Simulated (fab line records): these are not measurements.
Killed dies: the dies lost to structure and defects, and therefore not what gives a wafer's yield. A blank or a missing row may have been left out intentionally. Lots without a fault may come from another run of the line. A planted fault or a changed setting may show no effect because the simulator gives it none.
Split-lot study || flow n5Finfet || on a route of 1938 steps: 7 lots, 21 wafers read

== ON THE SPLIT ==
At N5_BEOL_M11_EXPOSE_25 (exposes mask V10), the setting doseMj was moved away from the recipe's 85.5 on 5 of the 21 wafers read, by -6.6% to +4.2%. This setting was run at the recipe's value on the other wafers.

== FROM THE SPLIT TO THE READING: what the file shows between them, 2 steps ==
- N5_BEOL_M11_PEB_26: peb time 60 s
- N5_BEOL_M11_DEVELOP_27: develop time 30 s

== THE READING ==
Shown in nm: cdNm at N5_BEOL_M11_CD_MEAS_28, with target cd 70 nm. On this fab line, fault-free wafers typically give 69.5 nm with a standard deviation of 0.97 nm.

{"wafer": "L076.1", "tool, chamber at the split": "arfiScanner-02, 0", "doseMj as run": 89.11, "against the recipe": "+4.2%", "cdNm, nm": 74.1, "against lot-mates on the recipe": "+4.1"}
{"wafer": "L076.2", "tool, chamber at the split": "arfiScanner-02, 0", "doseMj as run": 85.5, "against the recipe": "recipe", "cdNm, nm": 70.0, "against lot-mates on the recipe": "-"}
{"wafer": "L076.4", "tool, chamber at the split": "arfiScanner-02, 0", "doseMj as run": 89.11, "against the recipe": "+4.2%", "cdNm, nm": 73.9, "against lot-mates on the recipe": "+3.9"}
{"wafer": "L078.2", "tool, chamber at the split": "arfiScanner-03, 0", "doseMj as run": 85.5, "against the recipe": "recipe", "cdNm, nm": 70.1, "against lot-mates on the recipe": "-"}
{"wafer": "L078.3", "tool, chamber at the split": "arfiScanner-03, 0", "doseMj as run": 85.5, "against the recipe": "recipe", "cdNm, nm": 68.9, "against lot-mates on the recipe": "-"}
{"wafer": "L078.5", "tool, chamber at the split": "arfiScanner-03, 0", "doseMj as run": 85.5, "against the recipe": "recipe", "cdNm, nm": 71.0, "against lot-mates on the recipe": "-"}
{"wafer": "L086.1", "tool, chamber at the split": "arfiScanner-02, 0", "doseMj as run": 85.5, "against the recipe": "recipe", "cdNm, nm": 70.2, "against lot-mates on the recipe": "-"}
{"wafer": "L086.3", "tool, chamber at the split": "arfiScanner-02, 0", "doseMj as run": 85.5, "against the recipe": "recipe", "cdNm, nm": 68.2, "against lot-mates on the recipe": "-"}
{"wafer": "L086.6", "tool, chamber at the split": "arfiScanner-02, 0", "doseMj as run": 85.5, "against the recipe": "recipe", "cdNm, nm": 69.1, "against lot-mates on the recipe": "-"}
{"wafer": "L085.4", "tool, chamber at the split": "arfiScanner-01, 0", "doseMj as run": 85.5, "against the recipe": "recipe", "cdNm, nm": 68.2, "against lot-mates on the recipe": "-"}
{"wafer": "L085.5", "tool, chamber at the split": "arfiScanner-01, 0", "doseMj as run": 85.5, "against the recipe": "recipe", "cdNm, nm": 68.3, "against lot-mates on the recipe": "-"}
{"wafer": "L085.6", "tool, chamber at the split": "arfiScanner-01, 0", "doseMj as run": 85.5, "against the recipe": "recipe", "cdNm, nm": 69.3, "against lot-mates on the recipe": "-"}
{"wafer": "L093.2", "tool, chamber at the split": "arfiScanner-03, 0", "doseMj as run": 88.94, "against the recipe": "+4.0%", "cdNm, nm": 73.1, "against lot-mates on the recipe": "+3.5"}
{"wafer": "L093.4", "tool, chamber at the split": "arfiScanner-03, 0", "doseMj as run": 85.5, "against the recipe": "recipe", "cdNm, nm": 69.6, "against lot-mates on the recipe": "-"}
{"wafer": "L093.6", "tool, chamber at the split": "arfiScanner-03, 0", "doseMj as run": 88.94, "against the recipe": "+4.0%", "cdNm, nm": 72.4, "against lot-mates on the recipe": "+2.8"}
{"wafer": "L092.1", "tool, chamber at the split": "arfiScanner-03, 0", "doseMj as run": 85.5, "against the recipe": "recipe", "cdNm, nm": 69.4, "against lot-mates on the recipe": "-"}
{"wafer": "L092.2", "tool, chamber at the split": "arfiScanner-03, 0", "doseMj as run": 85.5, "against the recipe": "recipe", "cdNm, nm": 69.5, "against lot-mates on the recipe": "-"}
{"wafer": "L092.5", "tool, chamber at the split": "arfiScanner-03, 0", "doseMj as run": 79.82, "against the recipe": "-6.6%", "cdNm, nm": 63.6, "against lot-mates on the recipe": -5.9}
{"wafer": "L096.2", "tool, chamber at the split": "arfiScanner-01, 0", "doseMj as run": 85.5, "against the recipe": "recipe", "cdNm, nm": 69.3, "against lot-mates on the recipe": "-"}
{"wafer": "L096.3", "tool, chamber at the split": "arfiScanner-01, 0", "doseMj as run": 85.5, "against the recipe": "recipe", "cdNm, nm": 69.4, "against lot-mates on the recipe": "-"}
{"wafer": "L096.4", "tool, chamber at the split": "arfiScanner-01, 0", "doseMj as run": 85.5, "against the recipe": "recipe", "cdNm, nm": 71.3, "against lot-mates on the recipe": "-"}

THE FIT
A straight line over all 21 wafers: cdNm changes by +0.92 nm for each +1% of doseMj; r = +0.93; the points scatter about the line by 0.84 nm.
The same after taking each lot's own level away (the mean of its wafers on the recipe; 21 wafers): +0.874 nm for each +1%; r = +0.95; scatter 0.66 nm.
On that fit, the largest move of doseMj shifts the reading by 5.8 nm.
Across the lots, their own levels run from 68.60 to 70.00 nm, a range of 1.4 times the standard deviation given above.
The two slopes agree, so the slope changes little with the lot-to-lot level.
Check: -5.78 nm against its lot-mates is what the line predicts for one of the wafers moved furthest among these (-6.6%) when that wafer is left out of the fit. It came out at -5.85 nm against them.

== OTHER SPLITS ON THESE WAFERS ==
Note: prior to the reading, these wafers also went through further splits. Each is held against what the fit with the lots' levels taken away leaves over:
{"other split on the same wafers": "N5_BEOL_M9_COAT_60 spinRpm", "wafers away from the commonest value": 6, "r with cdNm (lot level and that fit taken away)": -0.08}
{"other split on the same wafers": "N5_BEOL_M10_COAT_22 spinRpm", "wafers away from the commonest value": 7, "r with cdNm (lot level and that fit taken away)": "+0.23"}
{"other split on the same wafers": "N5_BEOL_M10_DEVELOP_27 developTimeS", "wafers away from the commonest value": 5, "r with cdNm (lot level and that fit taken away)": -0.09}
{"other split on the same wafers": "N5_BEOL_M11_COAT_63 spinRpm", "wafers away from the commonest value": 7, "r with cdNm (lot level and that fit taken away)": -0.37}

== THE FILE'S OWN FIT ==
cdNm changes by +0.876 nm for each +1% of doseMj, r = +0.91.
